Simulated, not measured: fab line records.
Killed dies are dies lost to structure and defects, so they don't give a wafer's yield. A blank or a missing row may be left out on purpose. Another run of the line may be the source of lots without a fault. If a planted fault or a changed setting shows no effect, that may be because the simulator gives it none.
Which tool was responsible? -- flow nandHarc -- Sampling: 7 lots, 21 wafers, 4 of 1302 route steps

## WHAT EACH GAUGE READ, for each wafer
NHARC_P_M1_CD_MEAS_09: target cd 130 nm.
lot,measured,on,cdNm (nm)
L290,day 6 22:57,cdSem-03,130.3 131.8 131.5
L292,day 8 06:37,cdSem-03,129.5 130.6 131.3
L294,day 8 15:40,cdSem-02,129.0 130.0 129.1
L296,day 9 18:02,cdSem-01,129.1 129.9 129.3
L298,day 10 09:07,cdSem-02,131.1 129.6 131.0
L304,day 13 00:08,cdSem-03,151.2 151.6 151.0 151.5 151.9 150.4
L310,day 15 12:19,cdSem-03,129.5 130.2 130.1

## EACH LOT AND THE TOOL THAT RAN IT (in order: tool; ch and the chambers of the sampled wafers; start)
lot,NHARC_P_M0_PVD_21,NHARC_P_M0_ANNEAL_30,NHARC_P_M1_EXPOSE_06
L290,"pvdSputter-02, day 6 20:36 or earlier","rtpAnneal-02 ch 0, day 6 20:36","arfiScanner-03 ch 0, day 6 22:49"
L292,"pvdSputter-01, day 8 04:23 or earlier","rtpAnneal-01 ch 0, day 8 04:23","arfiScanner-03 ch 0, day 8 06:28"
L294,"pvdSputter-02, day 8 13:30 or earlier","rtpAnneal-02 ch 0, day 8 13:30","arfiScanner-01 ch 0, day 8 15:32"
L296,"pvdSputter-03, day 9 15:49 or earlier","rtpAnneal-02 ch 0, day 9 15:49","arfiScanner-02 ch 0, day 9 17:53"
L298,"pvdSputter-01, day 10 06:54 or earlier","rtpAnneal-01 ch 0, day 10 06:54","arfiScanner-01 ch 0, day 10 08:58"
L304,"pvdSputter-03, day 12 22:05 or earlier","rtpAnneal-01 ch 0, day 12 22:05","arfiScanner-03 ch 0, day 13 00:01"
L310,"pvdSputter-02, day 15 10:16 or earlier","rtpAnneal-02 ch 0, day 15 10:16","arfiScanner-01 ch 0, day 15 12:11"
- NHARC_P_M0_PVD_21: deposits Cu, target thk 30 nm, time 20.49 s.
- NHARC_P_M0_ANNEAL_30: time 90 s.
- NHARC_P_M1_EXPOSE_06: exposes mask P M1, target cd 130 nm.

## THE ANSWER, worked out from the rows above alone
Rule: the usual values come from the lots themselves. Put in order of their means at a reading, lots are off if they are a third of the lots or fewer, leave a main group of 4 or more, and stand apart from it by a gap of 3 or more times the standard deviation of the main group's means; of several such gaps the widest counts. Not used: any main group whose means are identical at the precision the tables above print for the reading. A lot without any number at a reading at which 4 lots or more have one is off too. All remaining lots with rows at the step are treated as sound.
Off: L304, at NHARC_P_M1_CD_MEAS_09 (cdNm). Main group: mean 130.2 nm, sd 0.65.
If a tool, at a process step before that reading, ran all the lots that are off and no sound lot after the first of them, it fits. The gauges at NHARC_P_M1_CD_MEAS_09 are tried like those tools. With no start given for some of its lots, NHARC_P_M0_PVD_21 uses the hours and lot order of NHARC_P_M0_ANNEAL_30. Can't be told from this: 3 tools fit, pvdSputter-03 at NHARC_P_M0_PVD_21, rtpAnneal-01 at NHARC_P_M0_ANNEAL_30, arfiScanner-03 at NHARC_P_M1_EXPOSE_06.

## WHAT WAS PUT IN BY THE SIMULATOR
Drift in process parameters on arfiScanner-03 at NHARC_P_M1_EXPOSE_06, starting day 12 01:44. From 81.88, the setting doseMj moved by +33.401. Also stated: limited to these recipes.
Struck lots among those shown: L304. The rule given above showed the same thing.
